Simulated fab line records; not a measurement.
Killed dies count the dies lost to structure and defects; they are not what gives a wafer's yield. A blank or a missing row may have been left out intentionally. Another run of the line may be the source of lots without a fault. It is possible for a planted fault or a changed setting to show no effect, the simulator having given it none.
Struck lot and sound lot, side by side | flow nand harc | 23 steps out of a route of 1159
Sound: the wafers L630.2, L630.5, L630.6. The struck wafers were L638.1, L638.3, L638.4. Last of all comes the cause.
Order at every step that has rows: each side's tool, ch and its chambers, its first start. Under that, the readings that differ: sound wafers | struck wafers | difference of the means | sigmas: that difference in standard deviations of wafers without a fault.
alike: a reading whose means differ by less than 2 such deviations, as well as words and numbers matching on both sides. not compared: withheld readings; readings where some wafer has no value; bounds like >300 that might hide an equal value; numbers whose values overlap and for which the record gives no deviation.
The two part at a step that has a row with sigmas, a row that says differs or no value, or rows on one side only. Numbers that don't overlap but have no deviation are shown without sigmas and don't part them. Lack of a reading on every wafer of one side parts them only where that side has two or more wafers.

first, 10 steps without rows for these wafers: NHARC_P_M0_SRD_25; NHARC_P_M0_PRE_CLEAN_31 (time 12 s); NHARC_P_M0_DEP_32 (deposits SiCN, target thk 30 nm); NHARC_P_M1_DEP_00 (deposits SiOC, target thk 182.5 nm); NHARC_P_M1_DEHYDRATE_01 (time 120 s); NHARC_P_M1_HMDS_02 (time 30 s); NHARC_P_M1_COAT_34 (time 65 s); NHARC_P_M1_COAT_03 (resist thk 90 nm); NHARC_P_M1_SOFTBAKE_04 (time 55 s); NHARC_P_M1_EBR_05.
NHARC_P_M1_EXPOSE_06: exposes mask P M1, target cd 130 nm.
  sound on arfi scanner-03 ch 0, day 6 09:33; struck on arfi scanner-03 ch 0, day 8 08:52
  reading              | sound             | struck            | difference | sigmas
  exposure dose mJ cm2 | 81.89 81.87 81.79 | 64.30 64.29 64.32 | -17.55     | -99 or more
  alike: mask, stage vel mm s
then, 2 steps without rows for these wafers: NHARC_P_M1_PEB_07 (peb time 65 s); NHARC_P_M1_DEVELOP_08 (develop time 35 s).
NHARC_P_M1_CD_MEAS_09: the cd target is 130 nm.
  sound on cd sem-01 ch 0, day 6 09:41; struck on cd sem-02 ch 0
  reading    | sound             | struck            | difference | sigmas
  cd nm (nm) | 129.3 130.5 129.1 | 115.5 115.7 115.2 | -14.2      | -24
  not compared: hold
NHARC_P_M1_OVL_MEAS_10: pitch 260 nm.
  sound: overlay-01 at day 6 09:46; struck: overlay-02 at day 8 11:21
  reading           | sound          | struck                                                                     | difference                   | sigmas
  hold              | - - -          | await dispo/2.1h/release await dispo/2.1h/release await dispo/2.1h/release | no value on the sound wafers |
  overlay y nm (nm) | -1.4 -0.8 -1.3 | 1.4 1.2 1.7                                                                | +2.6                         | +3
  alike: overlay x nm
NHARC_P_M1_DESCUM_14: chemistry O2, time 3 s.
  sound on rie diel-04 ch 0,3, day 6 09:53; struck on rie diel-07 ch 0,2,3, day 8 11:29
  reading               | sound           | struck            | difference | sigmas
  model.P_M1.cd nm (nm) | 129 130.1 129.4 | 115.3 115.9 115.5 | -13.9      |
  alike: drypump motor current A, oes product au, rf vpp V, showerhead plenum p Torr, throttle valve pct
  not compared: rf hours counter h
then, 2 steps without rows for these wafers: NHARC_P_M1_ETCH_35 (etches the open film in N2/H2, target depth 40 nm, overetch 12 nm, time 43.94 s); NHARC_P_M1_ETCH_15 (etches the open film in C4F8/Ar, target depth 182.5 nm, time 91.2 s).
NHARC_P_M1_CD_MEAS_16:
  sound: cd sem-01 at day 6 10:17; struck: cd sem-02 at day 8 12:01
  reading    | sound             | struck            | difference | sigmas
  cd nm (nm) | 129.0 130.8 129.4 | 115.5 116.4 115.5 | -13.9      | -16
  not compared: hold
NHARC_P_M1_STRIP_18: strips in N2/H2.
  sound on rie diel-04 ch 0,1,2, day 6 10:26; struck on rie diel-04 ch 0,1,2, day 8 15:37
  reading | sound | struck                                                                     | difference                   | sigmas
  hold    | - - - | await dispo/3.5h/release await dispo/3.5h/release await dispo/3.5h/release | no value on the sound wafers |
  alike: drypump motor current A, h2 flow sccm, n2 flow sccm, oes product au, rf vpp V, showerhead plenum p Torr, throttle valve pct
  not compared: rf hours counter h
NHARC_P_M1_ETCH_28: etches the open film in CF4/N2, target depth 30 nm, time 72.99 s.
  sound: rie diel-04 ch 0,1; struck: rie diel-04 ch 1,2,3
  reading               | sound             | struck            | difference | sigmas
  model.P_M1.cd nm (nm) | 129.6 129.3 128.8 | 115.2 114.9 115.5 | -14.0      |
  alike: drypump motor current A, n2 flow sccm, oes product au, rf vpp V, showerhead plenum p Torr, throttle valve pct
  not compared: rf hours counter h
then, 1 step without rows for these wafers: NHARC_P_M1_STRIP_19 (strips in post etch residue remover, time 600 s).
-- the record jumps here: 13 days lie between the struck wafers' starts before and after (it left off in module P_M1 and takes up again in module END, whose first step shown is number 1159 of the route) --
NHARC_END_SORT_01:
  sound on prober-02 ch 0, day 19 22:02; struck on prober-02 ch 0, day 21 22:04
  reading                  | sound          | struck                                                                     | difference                   | sigmas
  hold                     | - - -          | await dispo/1.8h/release await dispo/1.8h/release await dispo/1.8h/release | no value on the sound wafers |
  defect limited yield (%) | 97.5 98.1 98.1 | 90.0 89.5 91.1                                                             | -7.7                         | -4
  killed at array          | 14 11 9        | 30 43 35                                                                   | +25                          | +2
  killed at periphery      | 3 2 4          | 38 28 25                                                                   | +27                          | +10
  killed dies              | 17 13 13       | 68 71 60                                                                   | +52                          | +4
  sort_bin_2_pct (%)       | 0.3 0.9 1.0    | 5.3 6.1 4.1                                                                | +4.4                         | +7
  sort_bin_4_pct (%)       | 1.9 1.0 0.9    | 4.4 4.3 4.3                                                                | +3.1                         | +3
  sort n pass              | 660 664 664    | 609 606 617                                                                | -52                          | -4
  sort rim yield pct (%)   | 97.2 98.1 99.1 | 80.2 81.1 88.7                                                             | -14.8                        | -8
  sort yield pct (%)       | 97.5 98.1 98.1 | 90.0 89.5 91.1                                                             | -7.7                         | -4
  alike: killed at other, killed open, killed short, sort_bin_3_pct

== WHERE THEY PART ==
At NHARC_P_M1_EXPOSE_06 first; at NHARC_END_SORT_01 last (within this record only).

WHY: the cause the simulator had injected
Drift in process parameters on arfi scanner-03 at NHARC_P_M1_EXPOSE_06, starting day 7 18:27. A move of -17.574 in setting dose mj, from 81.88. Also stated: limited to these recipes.
